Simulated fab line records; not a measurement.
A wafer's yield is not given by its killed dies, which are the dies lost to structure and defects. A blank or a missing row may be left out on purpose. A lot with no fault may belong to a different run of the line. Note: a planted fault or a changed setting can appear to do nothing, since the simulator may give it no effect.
Matching of chambers | flow n5Finfet | N5_BEOL_M2_DESCUM_33 on rieDiel-04: 4 sister chambers
The step chemistry O2, time 7 s. 16 wafers are shown with their chamber, then 8 later ones without.

WAFERS PAIRED WITH THEIR CHAMBERS
wafer  | chamber | drypumpMotorCurrentA (A) | throttleValvePct (%) | oesProductAu (a.u.)
L075.1 | 0       | 5.5                      | 20.35                | 0.76
L075.3 | 3       | 5.7                      | 20.73                | 0.88
L075.5 | 1       | 6.1                      | 20.33                | 0.89
L082.1 | 3       | 5.7                      | 20.74                | 0.87
L082.3 | 2       | 5.9                      | 20.54                | 0.68
L082.6 | 0       | 5.5                      | 20.39                | 0.75
L084.3 | 0       | 5.5                      | 20.39                | 0.74
L084.5 | 3       | 5.6                      | 20.74                | 0.86
L084.6 | 2       | 5.9                      | 20.56                | 0.68
L086.1 | 0       | 5.5                      | 20.40                | 0.74
L086.3 | 2       | 5.8                      | 20.55                | 0.68
L086.4 | 3       | 5.7                      | 20.76                | 0.84
L090.1 | 2       | 5.9                      | 20.56                | 0.68
L090.2 | 1       | 6.1                      | 20.37                | 0.84
L090.3 | 3       | 5.6                      | 20.77                | 0.84
L092.1 | 1       | 6.1                      | 20.39                | 0.83

SIGNATURES, as means of the wafers listed above
reading              | chamber 0 | chamber 1 | chamber 2 | chamber 3 | scatter within a chamber
drypumpMotorCurrentA | 5.500     | 6.100     | 5.875     | 5.660     | 0.0403
throttleValvePct     | 20.3825   | 20.3633   | 20.5525   | 20.7480   | 0.0198
oesProductAu         | 0.7475    | 0.8533    | 0.6800    | 0.8580    | 0.0174
Rule: distance of a wafer from a chamber = root of the sum over the readings of ((wafer's reading minus chamber's mean) / reading's scatter) squared. If the next closest chamber is less than 2 further off than the closest, the wafer can't be placed; otherwise it belongs to the closest. How the scatter is found: for the shown wafers, subtract from each reading the mean of its chamber, square and add these, divide the total by (wafers less chambers), then take the root.

WAFERS MISSING THEIR CHAMBER
wafer  | drypumpMotorCurrentA (A) | throttleValvePct (%) | oesProductAu (a.u.)
L092.4 | 5.7                      | 20.77                | 0.83
L092.6 | 5.5                      | 20.41                | 0.73
L094.1 | 5.8                      | 20.14                | 0.99
L094.2 | 5.6                      | 20.78                | 0.82
L094.5 | 6.1                      | 20.39                | 0.82
L096.2 | 5.5                      | 20.44                | 0.73
L096.4 | 5.9                      | 20.15                | 0.98
L096.6 | 5.9                      | 20.14                | 0.98

CHAMBER TAKEN BY EACH
wafer  | from the rows above | in truth
L092.4 | 3                   | 3
L092.6 | 0                   | 0
L094.1 | 1                   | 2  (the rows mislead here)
L094.2 | 3                   | 3
L094.5 | 1                   | 1
L096.2 | 0                   | 0
L096.4 | 1                   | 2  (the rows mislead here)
L096.6 | 1                   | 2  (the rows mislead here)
Placed correctly: 5 of 8. Can't be placed from these rows: 0. Placed wrongly: 3.
